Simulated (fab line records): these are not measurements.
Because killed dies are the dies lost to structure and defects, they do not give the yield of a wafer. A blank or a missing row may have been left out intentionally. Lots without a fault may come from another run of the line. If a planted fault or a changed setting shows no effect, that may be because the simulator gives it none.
fab line records	flow nand_harc
record: lots: 24	wafers: 72	last_day: 33
route steps=1302 shown P_M2@338 P_BONDPAD@370 A_CHANNEL_HOLE_D1@489 A_CHANNEL_FILL_D1@501
lots that met no fault: taken from a fault-free run of the same line
start_h: hours from the record's first day to the start of the lot's first wafer shown	wait_h: hours since the lot's step before	" as in the row above	L1.1+2: several wafers, shown together as one row	- no value present, or no start provided	* or withheld: withheld	< > ~ a bound
route shown NAME@n: a module of which the file shows steps, and the number in the route of the first	usual: the fault-free wafers' mean and standard deviation	same: alike in all rows	chamber/n: place in a boat	sites: per-site readings	_std_site: how widely they spread, as a standard deviation	_edge_site: outer sites' mean less inner sites'	radius_mm: for every site, how far away it sits from the centre of the wafer	mask NAME#n: copy n	behind: the last tool/chamber to shape the wafer	hold: cause of the lot's hold/its duration in hours/its outcome	device: the transistor (n, p or np) that didn't switch	end of line: the tests these same wafers got at the end of their route	for a step that has no rows: nothing shown but its recipe	killed: not the wafer's yield, but the dies lost to structure and defects at the first sort	map: shows each die of a wafer: x if killed, . if not, _ if none is there
set.NAME: the run value of the setting; set.NAME@STEP: its run value at that earlier step	model.NAME: the simulator's own value behind a step, which no gauge read
the route's steps for a sample of lots (tables are steps, rows are wafers)
services: from which hour (start_h, from the record's first day; less than 0 if before it) a tool's chamber was out of use, for how many hours, and why
== steps ==
step: NHARC_P_M2_DEGAS_29
recipe: temp_c: 250	time_s: 60
usual: heater_power_w: 326/33
same: time_s: 60
lot.wafer	tool	chamber	start_h	wait_h	heater_power_w
L074.2	pvd_sputter-02	-	136.40	-	319
L074.3	"	-	"	"	326
L074.6	"	-	"	"	269
L075.3	pvd_sputter-02	-	143.83	-	335
L075.2	"	-	"	"	263
L075.5	"	-	"	"	335
L076.2	pvd_sputter-03	-	147.72	-	316
L076.4	"	-	"	"	312
L076.6	"	-	"	"	384
L077.2	pvd_sputter-01	-	165.68	-	340
L077.4	"	-	"	"	352
L077.5	"	-	"	"	295
L078.2	pvd_sputter-02	-	180.22	-	302
L078.6	"	-	"	"	332
L078.5	"	-	"	"	299
L079.3	pvd_sputter-01	-	180.81	-	340
L079.6	"	-	"	"	352
L079.5	"	-	"	"	342
L080.4	pvd_sputter-01	-	191.92	-	351
L080.2	"	-	"	"	349
L080.1	"	-	"	"	290
L081.2	pvd_sputter-03	-	201.86	-	386
L081.3	"	-	"	"	313
L081.5	"	-	"	"	395
L082.4	pvd_sputter-01	-	207.45	-	289
L082.2	"	-	"	"	357
L082.6	"	-	"	"	285
L083.2	pvd_sputter-02	-	226.34	-	263
L083.1	"	-	"	"	304
L083.6	"	-	"	"	313
L084.4	pvd_sputter-03	-	231.32	-	348
L084.6	"	-	"	"	351
L084.5	"	-	"	"	313
L085.2	pvd_sputter-03	-	241.70	-	353
L085.5	"	-	"	"	308
L085.6	"	-	"	"	387
L086.2	pvd_sputter-02	-	245.37	-	322
L086.6	"	-	"	"	259
L086.5	"	-	"	"	327
L087.2	pvd_sputter-03	-	259.97	-	381
L087.5	"	-	"	"	301
L087.6	"	-	"	"	381
L088.4	pvd_sputter-03	-	276.64	-	351
L088.1	"	-	"	"	307
L088.6	"	-	"	"	312
L089.1	pvd_sputter-02	-	277.90	-	344
L089.2	"	-	"	"	301
L089.5	"	-	"	"	323
L090.3	pvd_sputter-03	-	293.97	-	388
L090.4	"	-	"	"	357
L090.6	"	-	"	"	380
L091.1	pvd_sputter-01	-	300.26	-	335
L091.3	"	-	"	"	334
L091.6	"	-	"	"	291
L092.4	pvd_sputter-01	-	317.35	-	331
L092.1	"	-	"	"	364
L092.6	"	-	"	"	337
L093.1	pvd_sputter-02	-	323.74	-	293
L093.2	"	-	"	"	357
L093.6	"	-	"	"	273
L094.1	pvd_sputter-02	-	331.13	-	296
L094.2	"	-	"	"	263
L094.6	"	-	"	"	352
L095.4	pvd_sputter-01	-	345.14	-	290
L095.2	"	-	"	"	329
L095.5	"	-	"	"	341
L096.2	pvd_sputter-01	-	354.20	-	354
L096.4	"	-	"	"	295
L096.3	"	-	"	"	345
L097.1	pvd_sputter-03	-	364.44	-	321
L097.3	"	-	"	"	363
L097.6	"	-	"	"	315
step: NHARC_P_M2_INSPECT_27
usual: raw_defect_count: 322/130
lot.wafer	tool	chamber	start_h	wait_h	raw_defect_count
L074.2	defect_inspect-02	-	137.96	0.0	379
L074.3	"	-	"	"	187
L074.6	"	-	"	"	302
L075.2	defect_inspect-02	-	145.38	0.0	241
L075.3	"	-	"	"	147
L075.5	"	-	"	"	229
L076.2	defect_inspect-02	-	149.27	0.0	430
L076.4	"	-	"	"	353
L076.6	"	-	"	"	348
L077.2	defect_inspect-01	-	167.32	0.0	334
L077.4	"	-	"	"	299
L077.5	"	-	"	"	413
L078.2	defect_inspect-01	-	181.77	0.0	251
L078.5	"	-	"	"	189
L078.6	"	-	"	"	130
L079.3	defect_inspect-01	-	182.38	0.0	276
L079.5	"	-	"	"	259
L079.6	"	-	"	"	227
L080.1	defect_inspect-02	-	193.50	0.0	236
L080.2	"	-	"	"	248
L080.4	"	-	"	"	485
L081.2	defect_inspect-01	-	203.43	0.0	273
L081.3	"	-	"	"	249
L081.5	"	-	"	"	391
L082.2	defect_inspect-02	-	209.08	0.0	214
L082.4	"	-	"	"	332
L082.6	"	-	"	"	419
L083.1	defect_inspect-01	-	227.90	0.0	408
L083.2	"	-	"	"	437
L083.6	"	-	"	"	361
L084.4	defect_inspect-01	-	232.89	0.0	526
L084.5	"	-	"	"	383
L084.6	"	-	"	"	391
L085.2	defect_inspect-01	-	243.26	0.0	433
L085.5	"	-	"	"	368
L085.6	"	-	"	"	424
L086.2	defect_inspect-01	-	246.92	0.0	189
L086.5	"	-	"	"	220
L086.6	"	-	"	"	138
L087.2	defect_inspect-02	-	261.56	0.0	326
L087.5	"	-	"	"	269
L087.6	"	-	"	"	393
L088.1	defect_inspect-01	-	278.19	0.0	294
L088.4	"	-	"	"	310
L088.6	"	-	"	"	188
L089.1	defect_inspect-02	-	279.44	0.0	181
L089.2	"	-	"	"	195
L089.5	"	-	"	"	196
L090.3	defect_inspect-01	-	295.53	0.0	207
L090.4	"	-	"	"	174
L090.6	"	-	"	"	210
L091.1	defect_inspect-02	-	301.80	0.0	182
L091.3	"	-	"	"	208
L091.6	"	-	"	"	354
L092.1	defect_inspect-01	-	318.90	0.0	354
L092.4	"	-	"	"	305
L092.6	"	-	"	"	268
L093.1	defect_inspect-02	-	325.32	0.0	560
L093.2	"	-	"	"	535
L093.6	"	-	"	"	255
L094.1	defect_inspect-02	-	332.70	0.0	205
L094.2	"	-	"	"	204
L094.6	"	-	"	"	254
L095.2	defect_inspect-02	-	346.67	0.0	164
L095.4	"	-	"	"	135
L095.5	"	-	"	"	228
L096.2	defect_inspect-02	-	355.75	0.0	474
L096.3	"	-	"	"	294
L096.4	"	-	"	"	434
L097.1	defect_inspect-01	-	365.99	0.0	270
L097.3	"	-	"	"	300
L097.6	"	-	"	"	159
step: NHARC_P_BONDPAD_CD_MEAS_13
usual: cd_nm: 499.7/1.5
lot.wafer	tool	chamber	start_h	wait_h	cd_nm
L074.2	cd_sem-03	-	140.27	-	501.1
L074.3	"	-	"	"	502.0
L074.6	"	-	"	"	501.0
L075.2	cd_sem-03	-	147.70	-	497.1
L075.3	"	-	"	"	500.8
L075.5	"	-	"	"	496.4
L076.2	cd_sem-01	-	151.60	-	501.0
L076.4	"	-	"	"	498.6
L076.6	"	-	"	"	500.8
L077.2	cd_sem-03	-	169.65	-	497.7
L077.4	"	-	"	"	499.5
L077.5	"	-	"	"	497.7
L078.2	cd_sem-03	-	184.07	-	501.5
L078.5	"	-	"	"	500.7
L078.6	"	-	"	"	502.1
L079.3	cd_sem-01	-	184.59	-	500.5
L079.5	"	-	"	"	501.5
L079.6	"	-	"	"	501.1
L080.1	cd_sem-01	-	195.81	-	497.3
L080.2	"	-	"	"	499.1
L080.4	"	-	"	"	500.4
L081.2	cd_sem-02	-	205.74	-	501.5
L081.3	"	-	"	"	500.1
L081.5	"	-	"	"	498.7
L082.2	cd_sem-01	-	211.27	-	501.7
L082.4	"	-	"	"	498.2
L082.6	"	-	"	"	499.2
L083.1	cd_sem-02	-	230.39	-	500.7
L083.2	"	-	"	"	500.5
L083.6	"	-	"	"	501.4
L084.4	cd_sem-01	-	235.20	-	503.6
L084.5	"	-	"	"	500.0
L084.6	"	-	"	"	500.6
L085.2	cd_sem-02	-	245.57	-	501.5
L085.5	"	-	"	"	500.2
L085.6	"	-	"	"	501.1
L086.2	cd_sem-02	-	249.23	-	499.5
L086.5	"	-	"	"	498.9
L086.6	"	-	"	"	501.3
L087.2	cd_sem-02	-	263.72	-	501.1
L087.5	"	-	"	"	499.0
L087.6	"	-	"	"	498.9
L088.1	cd_sem-03	-	280.68	-	499.2
L088.4	"	-	"	"	496.3
L088.6	"	-	"	"	497.3
L089.1	cd_sem-03	-	281.89	-	501.3
L089.2	"	-	"	"	500.1
L089.5	"	-	"	"	501.3
L090.3	cd_sem-03	-	297.84	-	497.8
L090.4	"	-	"	"	499.2
L090.6	"	-	"	"	498.5
L091.1	cd_sem-01	-	303.97	-	500.4
L091.3	"	-	"	"	500.0
L091.6	"	-	"	"	500.6
L092.1	cd_sem-02	-	322.20	-	497.3
L092.4	"	-	"	"	498.5
L092.6	"	-	"	"	497.5
L093.1	cd_sem-01	-	327.83	-	499.5
L093.2	"	-	"	"	499.2
L093.6	"	-	"	"	497.3
L094.1	cd_sem-03	-	335.04	-	501.1
L094.2	"	-	"	"	500.4
L094.6	"	-	"	"	499.0
L095.2	cd_sem-02	-	349.00	-	500.7
L095.4	"	-	"	"	498.4
L095.5	"	-	"	"	499.9
L096.2	cd_sem-01	-	357.95	-	501.1
L096.3	"	-	"	"	502.0
L096.4	"	-	"	"	500.9
L097.1	cd_sem-01	-	368.18	-	497.1
L097.3	"	-	"	"	497.1
L097.6	"	-	"	"	496.7
step: NHARC_P_BONDPAD_INSPECT_23
usual: raw_defect_count: 352/110
lot.wafer	tool	chamber	start_h	wait_h	raw_defect_count
L074.2	defect_inspect-02	-	142.58	0.0	311
L074.3	"	-	"	"	322
L074.6	"	-	"	"	311
L075.2	defect_inspect-02	-	150.02	0.0	375
L075.3	"	-	"	"	383
L075.5	"	-	"	"	273
L076.2	defect_inspect-02	-	153.85	0.0	394
L076.4	"	-	"	"	574
L076.6	"	-	"	"	464
L077.2	defect_inspect-02	-	171.91	0.0	347
L077.4	"	-	"	"	292
L077.5	"	-	"	"	286
L078.2	defect_inspect-01	-	186.33	0.0	204
L078.5	"	-	"	"	446
L078.6	"	-	"	"	198
L079.3	defect_inspect-01	-	187.16	0.0	387
L079.5	"	-	"	"	486
L079.6	"	-	"	"	377
L080.1	defect_inspect-02	-	198.08	0.0	544
L080.2	"	-	"	"	429
L080.4	"	-	"	"	243
L081.2	defect_inspect-01	-	207.98	0.0	188
L081.3	"	-	"	"	292
L081.5	"	-	"	"	284
L082.2	defect_inspect-01	-	213.51	0.0	490
L082.4	"	-	"	"	661
L082.6	"	-	"	"	300
L083.1	defect_inspect-01	-	232.63	0.0	226
L083.2	"	-	"	"	311
L083.6	"	-	"	"	280
L084.4	defect_inspect-02	-	237.44	0.0	375
L084.5	"	-	"	"	256
L084.6	"	-	"	"	227
L085.2	defect_inspect-01	-	247.85	0.0	368
L085.5	"	-	"	"	612
L085.6	"	-	"	"	303
L086.2	defect_inspect-02	-	251.49	0.0	339
L086.5	"	-	"	"	223
L086.6	"	-	"	"	380
L087.2	defect_inspect-01	-	266.02	0.0	474
L087.5	"	-	"	"	442
L087.6	"	-	"	"	521
L088.1	defect_inspect-02	-	282.94	0.0	241
L088.4	"	-	"	"	669
L088.6	"	-	"	"	366
L089.1	defect_inspect-02	-	284.13	0.0	193
L089.2	"	-	"	"	172
L089.5	"	-	"	"	204
L090.3	defect_inspect-01	-	300.07	0.0	475
L090.4	"	-	"	"	305
L090.6	"	-	"	"	386
L091.1	defect_inspect-02	-	306.22	0.0	478
L091.3	"	-	"	"	276
L091.6	"	-	"	"	210
L092.1	defect_inspect-01	-	324.57	0.0	336
L092.4	"	-	"	"	307
L092.6	"	-	"	"	203
L093.1	defect_inspect-02	-	330.10	0.0	249
L093.2	"	-	"	"	282
L093.6	"	-	"	"	211
L094.1	defect_inspect-01	-	337.35	0.0	550
L094.2	"	-	"	"	421
L094.6	"	-	"	"	417
L095.2	defect_inspect-01	-	351.25	0.0	280
L095.4	"	-	"	"	386
L095.5	"	-	"	"	386
L096.2	defect_inspect-01	-	360.17	0.0	464
L096.3	"	-	"	"	295
L096.4	"	-	"	"	385
L097.1	defect_inspect-02	-	370.43	0.1	373
L097.3	"	-	"	"	410
L097.6	"	-	"	"	277
step: NHARC_A_CHANNEL_HOLE_D1_INSPECT_40
usual: raw_defect_count: 76/27
lot.wafer	tool	chamber	start_h	wait_h	raw_defect_count
L074.2	defect_inspect-01	-	192.88	-	59
L074.3	"	-	"	"	41
L074.6	"	-	"	"	58
L075.2	defect_inspect-01	-	202.32	-	36
L075.3	"	-	"	"	35
L075.5	"	-	"	"	36
L076.2	defect_inspect-01	-	204.43	-	87
L076.4	"	-	"	"	118
L076.6	"	-	"	"	96
L077.2	defect_inspect-01	-	219.08	-	97
L077.4	"	-	"	"	97
L077.5	"	-	"	"	106
L079.3	defect_inspect-01	-	238.50	-	39
L079.5	"	-	"	"	45
L079.6	"	-	"	"	42
L078.2	defect_inspect-01	-	238.71	-	98
L078.5	"	-	"	"	103
L078.6	"	-	"	"	109
L080.1	defect_inspect-01	-	248.99	-	114
L080.2	"	-	"	"	100
L080.4	"	-	"	"	93
L081.2	defect_inspect-02	-	255.33	-	74
L081.3	"	-	"	"	41
L081.5	"	-	"	"	45
L082.2	defect_inspect-02	-	270.02	-	106
L082.4	"	-	"	"	88
L082.6	"	-	"	"	78
L083.1	defect_inspect-01	-	278.94	-	73
L083.2	"	-	"	"	53
L083.6	"	-	"	"	65
L084.4	defect_inspect-01	-	288.35	-	104
L084.5	"	-	"	"	101
L084.6	"	-	"	"	83
L086.2	defect_inspect-02	-	296.59	-	65
L086.5	"	-	"	"	49
L086.6	"	-	"	"	63
L085.2	defect_inspect-01	-	299.62	-	69
L085.5	"	-	"	"	93
L085.6	"	-	"	"	101
L087.2	defect_inspect-02	-	318.79	-	136
L087.5	"	-	"	"	87
L087.6	"	-	"	"	88
L088.1	defect_inspect-01	-	333.11	-	65
L088.4	"	-	"	"	49
L088.6	"	-	"	"	50
L089.1	defect_inspect-02	-	334.35	-	91
L089.2	"	-	"	"	73
L089.5	"	-	"	"	108
L090.3	defect_inspect-01	-	350.28	-	92
L090.4	"	-	"	"	106
L090.6	"	-	"	"	100
L091.1	defect_inspect-01	-	359.34	-	86
L091.3	"	-	"	"	81
L091.6	"	-	"	"	105
L093.1	defect_inspect-02	-	377.15	-	113
L093.2	"	-	"	"	105
L093.6	"	-	"	"	104
L092.1	defect_inspect-02	-	377.79	-	51
L092.4	"	-	"	"	52
L092.6	"	-	"	"	65
L094.1	defect_inspect-01	-	391.99	-	31
L094.2	"	-	"	"	45
L094.6	"	-	"	"	46
L095.2	defect_inspect-02	-	404.11	-	60
L095.4	"	-	"	"	57
L095.5	"	-	"	"	53
L096.2	defect_inspect-02	-	412.82	-	37
L096.3	"	-	"	"	52
L096.4	"	-	"	"	41
L097.1	defect_inspect-02	-	418.16	-	91
L097.3	"	-	"	"	96
L097.6	"	-	"	"	76
step: NHARC_A_CHANNEL_FILL_D1_STRIP_28
recipe: time_s: 20	o2_flow_sccm: 500	ar_flow_sccm: 0	bias_w: 0	chemistry: O2
usual: drypump_motor_current_A: 5.6/0.48	oes_product_au: 1.000/0.0073	rf_vpp_V: 57.9/0.9	showerhead_plenum_p_Torr: 3.57/0.13	throttle_valve_pct: 17.037/0.0077
same: time_s: 20
lot.wafer	tool	chamber	start_h	wait_h	drypump_motor_current_A	oes_product_au	rf_hours_counter_h	rf_vpp_V	showerhead_plenum_p_Torr	throttle_valve_pct
L074.2	rie_diel-07	2	218.05	0.1	5.4	0.996	5.2	56.7	3.71	17.030
L074.3	"	3	"	"	5.7	0.999	5.7	57.1	3.56	17.042
L074.6	"	1	"	"	6.2	0.990	-	57.8	3.49	17.042
L076.2	rie_diel-05	1	226.90	0.1	6.0	0.999	7.4	59.2	3.53	17.044
L076.4	"	2	"	"	5.7	1.006	8.9	58.4	3.79	17.023
L076.6	"	1	"	"	6.0	1.000	-	56.5	3.53	17.025
L075.3	rie_diel-06	1	226.90	0.1	4.7	1.003	3.8	57.7	3.70	17.036
L075.2	"	3	"	"	5.9	1.006	4.3	59.2	3.38	17.046
L075.5	"	2	"	"	6.1	1.004	-	57.2	3.33	17.029
L077.4	rie_diel-06	0	243.63	0.1	5.0	0.997	5.0	57.1	3.58	17.043
L077.2	"	2	"	"	6.1	1.013	5.2	57.4	3.33	17.028
L077.5	"	3	"	"	5.9	1.005	-	56.2	3.38	17.031
L079.3	rie_diel-06	2	263.23	0.1	6.1	1.007	6.0	58.1	3.33	17.037
L079.6	"	3	"	"	5.9	1.006	-	57.1	3.38	17.038
L079.5	"	0	"	"	5.0	1.003	-	57.6	3.58	17.040
L078.2	rie_diel-07	2	263.25	0.1	5.4	0.996	7.9	57.9	3.71	17.034
L078.5	"	1	"	"	6.2	0.989	-	57.6	3.49	17.045
L078.6	"	2	"	"	5.4	1.001	-	58.3	3.71	17.043
L080.2	rie_diel-07	0	276.23	0.1	5.5	0.998	9.8	57.1	3.65	17.044
L080.1	"	1	"	"	6.2	0.990	9.7	56.0	3.49	17.025
L080.4	"	3	"	"	5.7	0.994	8.3	58.2	3.56	17.035
L081.2	rie_diel-07	2	282.73	0.1	5.4	1.011	8.3	56.2	3.71	17.035
L081.3	"	1	"	"	6.2	0.989	9.8	58.3	3.49	17.034
L081.5	"	3	"	"	5.7	0.997	-	58.6	3.56	17.034
L082.2	rie_diel-06	3	297.78	0.1	5.9	0.989	6.7	58.4	3.38	17.030
L082.4	"	0	"	"	5.0	1.008	7.5	57.3	3.58	17.046
L082.6	"	3	"	"	5.9	0.992	-	57.4	3.38	17.030
L083.2	rie_diel-06	0	303.51	0.1	5.0	1.012	7.8	58.5	3.58	17.029
L083.1	"	1	"	"	4.7	1.014	6.9	59.7	3.70	17.040
L083.6	"	3	"	"	5.9	1.008	-	58.2	3.38	17.032
L084.5	rie_diel-05	3	312.80	0.0	5.5	0.991	-	57.4	3.74	17.039
L084.6	"	0	"	"	5.5	0.994	-	56.1	3.70	17.040
L084.4	"	1	"	"	6.1	1.001	-	56.9	3.52	17.036
L086.2	rie_diel-05	0	323.93	0.1	5.5	0.997	6.2	58.4	3.70	17.025
L086.6	"	3	"	"	5.5	0.993	-	57.8	3.74	17.042
L086.5	"	0	"	"	5.4	1.005	-	57.6	3.70	17.060
L085.2	rie_diel-07	3	323.93	0.1	5.7	1.003	1.4	58.0	3.56	17.047
L085.5	"	1	"	"	6.2	0.986	-	57.2	3.49	17.051
L085.6	"	2	"	"	5.4	0.997	-	59.7	3.71	17.032
L087.2	rie_diel-07	1	344.83	0.1	6.2	0.992	2.5	57.5	3.49	17.037
L087.6	"	0	"	"	5.5	1.008	-	58.3	3.65	17.045
L087.5	"	1	"	"	6.2	0.993	-	57.2	3.49	17.035
L088.1	rie_diel-06	0	357.48	0.1	5.0	1.009	3.6	57.0	3.58	17.025
L088.4	"	1	"	"	4.7	1.006	3.2	55.9	3.70	17.029
L088.6	"	0	"	"	5.0	1.017	-	58.1	3.58	17.031
L089.1	rie_diel-07	1	357.64	0.2	6.2	1.003	4.4	57.4	3.49	17.038
L089.2	"	1	"	"	6.1	0.996	-	56.7	3.49	17.034
L089.5	"	1	"	"	6.2	1.001	-	56.6	3.49	17.034
L090.4	rie_diel-05	2	376.12	0.1	5.7	0.992	6.6	58.8	3.79	17.027
L090.3	"	3	"	"	5.5	0.990	9.9	56.8	3.74	17.031
L090.6	"	1	"	"	6.0	1.008	-	58.2	3.52	17.037
L091.3	rie_diel-07	0	383.66	0.1	5.5	1.006	5.0	58.5	3.64	17.039
L091.1	"	3	"	"	5.7	1.003	3.1	55.8	3.56	17.030
L091.6	"	1	"	"	6.2	0.998	-	58.5	3.49	17.041
L093.1	rie_diel-07	1	401.84	0.1	6.2	0.991	7.2	57.7	3.49	17.042
L093.2	"	2	"	"	5.4	1.000	6.1	59.6	3.70	17.034
L093.6	"	2	"	"	5.4	0.993	-	60.0	3.70	17.026
L092.1	rie_diel-06	2	401.84	0.1	6.1	0.994	4.3	56.7	3.33	17.052
L092.4	"	3	"	"	5.9	0.997	4.1	57.4	3.38	17.025
L092.6	"	1	"	"	4.7	1.009	-	58.6	3.70	17.027
L094.2	rie_diel-06	1	416.66	0.1	4.7	1.004	5.5	58.1	3.70	17.036
L094.1	"	2	"	"	6.1	1.005	4.7	57.7	3.33	17.045
L094.6	"	3	"	"	5.9	1.010	-	56.9	3.38	17.035
L095.4	rie_diel-06	3	429.77	0.1	5.9	0.997	5.4	58.2	3.38	17.038
L095.2	"	0	"	"	5.0	1.005	6.5	58.5	3.58	17.027
L095.5	"	1	"	"	4.7	1.009	-	58.0	3.70	17.045
L096.2	rie_diel-07	0	437.23	0.1	5.5	1.001	7.9	58.0	3.64	17.039
L096.4	"	1	"	"	6.2	0.996	9.7	59.9	3.49	17.033
L096.3	"	2	"	"	5.4	1.000	8.9	57.4	3.70	17.033
L097.1	rie_diel-06	0	443.39	0.1	5.0	1.011	7.1	58.6	3.58	17.035
L097.3	"	3	"	"	5.9	0.998	5.9	57.0	3.38	17.050
L097.6	"	1	"	"	4.7	1.007	-	59.1	3.70	17.044
== services ==
tool	chamber	start_h	hours	kind
rie_diel-07	-	117.30	9.0	pm
rie_diel-06	-	130.20	9.0	pm
pvd_sputter-03	-	170.00	10.0	pm
rie_diel-07	-	174.76	2.2	repair
pvd_sputter-03	-	193.04	1.6	repair
pvd_sputter-01	-	226.00	10.0	pm
pvd_sputter-02	-	239.32	1.3	repair
rie_diel-06	2	264.59	4.0	repair
rie_diel-07	-	266.91	4.6	repair
pvd_sputter-01	-	267.30	2.8	repair
pvd_sputter-02	-	282.09	10.0	pm
pvd_sputter-03	-	286.01	6.8	repair
rie_diel-07	-	294.30	9.0	pm
rie_diel-06	-	307.20	9.0	pm
pvd_sputter-03	-	333.78	6.7	repair
rie_diel-06	-	335.88	1.2	repair
rie_diel-07	3	339.67	20.3	repair
rie_diel-07	2	346.36	4.1	repair
pvd_sputter-03	-	348.00	10.0	pm
rie_diel-07	0	353.71	10.8	repair
rie_diel-07	2	354.92	4.1	repair
pvd_sputter-03	-	370.39	2.3	repair
rie_diel-06	3	370.40	13.2	repair
pvd_sputter-03	-	386.26	1.2	repair
== key ==
fault none
